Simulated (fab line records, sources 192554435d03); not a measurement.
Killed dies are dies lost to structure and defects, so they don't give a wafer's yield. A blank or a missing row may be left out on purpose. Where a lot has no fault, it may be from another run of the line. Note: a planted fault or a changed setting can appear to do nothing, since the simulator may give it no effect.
Check of tool commonality + flow n5_finfet + Sample size 10 lots and 30 wafers

== WHAT PROMPTED THE OPENING ==
Of 10 lots, 3 have the reading M5_OVL flagged at N5_BEOL_M5_OVL_MEAS_12. No-fault wafers: 0.0 nm, standard deviation 0.61.
Rule: a lot gets a flag if all its wafers with a number sit over 4 standard deviations from that mean, or if no wafer of it has a number. The other lots count as sound.

| lot  | measured     | on         | M5_OVL (nm), wafer by wafer | flag    |
|------|--------------|------------|-----------------------------|---------|
| L529 | day 8 07:37  | overlay-02 | -0.9 0.2 -0.1               |         |
| L530 | day 8 12:23  | overlay-02 | 1.2 0.2 0.5                 |         |
| L533 | day 9 10:08  | overlay-02 | -0.7 0.0 0.1                |         |
| L532 | day 9 14:02  | overlay-02 | 1.3 0.6 0.9                 |         |
| L538 | day 10 01:53 | overlay-02 | 0.2 -0.3 0.1                |         |
| L539 | day 10 21:14 | overlay-02 | 6.2 6.6 6.0                 | FLAGGED |
| L541 | day 11 11:30 | overlay-02 | 6.5 7.5 6.4                 | FLAGGED |
| L542 | day 11 14:39 | overlay-02 | 0.1 0.7 -0.1                |         |
| L543 | day 12 02:39 | overlay-01 | 5.9 7.3 6.9                 | FLAGGED |
| L545 | day 12 08:23 | overlay-01 | 0.0 0.5 -0.2                |         |
Average over the flagged lots: 6.6 nm; offset from the usual +6.6 nm, equal to +11 standard deviations.

== TOOL THAT RAN EACH LOT ==
The record holds 3 process steps before the reading, out of a route of 1938 steps. Cell contents, in order: the tool; ch with the chambers the sampled wafers went through; the start.
| lot  | flag    | N5_BEOL_M4_SPUTTER_96        | N5_BEOL_M4_PRE_CLEAN_60          | N5_BEOL_M5_EXPOSE_08              |
|------|---------|------------------------------|----------------------------------|-----------------------------------|
| L529 |         | pvd_sputter-03, day 8 04:05  | cvd_co-02 ch 0,1, day 8 04:56    | euv_scanner-02 ch 0, day 8 07:27  |
| L530 |         | pvd_sputter-01, day 8 08:55  | cvd_co-01 ch 0,2, day 8 09:44    | euv_scanner-02 ch 0, day 8 12:13  |
| L533 |         | pvd_sputter-01, day 9 06:08  | cvd_co-01 ch 0,1,2, day 9 07:22  | euv_scanner-02 ch 0, day 9 09:59  |
| L532 |         | pvd_sputter-01, day 9 09:56  | cvd_co-02 ch 0,1,2, day 9 10:55  | euv_scanner-02 ch 0, day 9 13:52  |
| L538 |         | pvd_sputter-01, day 9 21:43  | cvd_co-01 ch 0,1, day 9 22:32    | euv_scanner-02 ch 0, day 10 01:44 |
| L539 | FLAGGED | pvd_sputter-02, day 10 16:47 | cvd_co-02 ch 0,2, day 10 17:37   | euv_scanner-02 ch 0, day 10 21:04 |
| L541 | FLAGGED | pvd_sputter-03, day 11 06:04 | cvd_co-02 ch 1,2, day 11 06:54   | euv_scanner-02 ch 0, day 11 11:20 |
| L542 |         | pvd_sputter-03, day 11 10:41 | cvd_co-02 ch 0,1,2, day 11 11:31 | euv_scanner-01 ch 0, day 11 14:29 |
| L543 | FLAGGED | pvd_sputter-01, day 11 21:39 | cvd_co-01 ch 0,1,2, day 11 23:06 | euv_scanner-02 ch 0, day 12 02:29 |
| L545 |         | pvd_sputter-03, day 12 03:14 | cvd_co-02 ch 0,1,2, day 12 04:04 | euv_scanner-01 ch 0, day 12 08:14 |
What is done by these steps:
- N5_BEOL_M4_SPUTTER_96: material Cu, target thk 4.5 nm, time 8.29 s.
- N5_BEOL_M4_PRE_CLEAN_60: time 15 s.
- N5_BEOL_M5_EXPOSE_08: exposes mask M5, target cd 28 nm.
- N5_BEOL_M5_OVL_MEAS_12

== FLAGGED AGAINST TOTAL, ONE TOOL AT A TIME (gauges that did the reading follow at the end) ==
| step                    | tool           | lots run | flagged | share of the flagged lots | sound lots run after its first flagged lot |
|-------------------------|----------------|----------|---------|---------------------------|--------------------------------------------|
| N5_BEOL_M4_SPUTTER_96   | pvd_sputter-01 | 5        | 1       | some                      | 0                                          |
| N5_BEOL_M4_SPUTTER_96   | pvd_sputter-02 | 1        | 1       | some                      | 0                                          |
| N5_BEOL_M4_SPUTTER_96   | pvd_sputter-03 | 4        | 1       | some                      | 2 (L542,L545)                              |
| N5_BEOL_M4_PRE_CLEAN_60 | cvd_co-01      | 4        | 1       | some                      | 0                                          |
| N5_BEOL_M4_PRE_CLEAN_60 | cvd_co-02      | 6        | 2       | some                      | 2 (L542,L545)                              |
| N5_BEOL_M5_EXPOSE_08    | euv_scanner-01 | 2        | 0       | none                      | -                                          |
| N5_BEOL_M5_EXPOSE_08    | euv_scanner-02 | 8        | 3       | all                       | 0                                          |
| N5_BEOL_M5_OVL_MEAS_12  | overlay-01     | 2        | 1       | some                      | 1 (L545)                                   |
| N5_BEOL_M5_OVL_MEAS_12  | overlay-02     | 8        | 2       | some                      | 1 (L542)                                   |

== WHAT IS ALLOWED BY THE TABLE ==
In the table, 1 row covers all flagged lots: euv_scanner-02 at N5_BEOL_M5_EXPOSE_08.
- euv_scanner-02 at N5_BEOL_M5_EXPOSE_08: 3 of its 8 lots flagged. A fault beginning between L538 (day 10 01:44), its last sound lot, and L539 (day 10 21:04), its first flagged one, fits the data.
Left over: one tool, euv_scanner-02 at N5_BEOL_M5_EXPOSE_08.

== WHAT HAD BEEN PUT IN BY THE SIMULATOR ==
Scanner matching overlay: euv_scanner-02, from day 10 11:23 on, at N5_BEOL_M5_EXPOSE_08. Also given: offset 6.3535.
Struck lots among those shown: L539, L541, L543. The rule above reached the same finding.
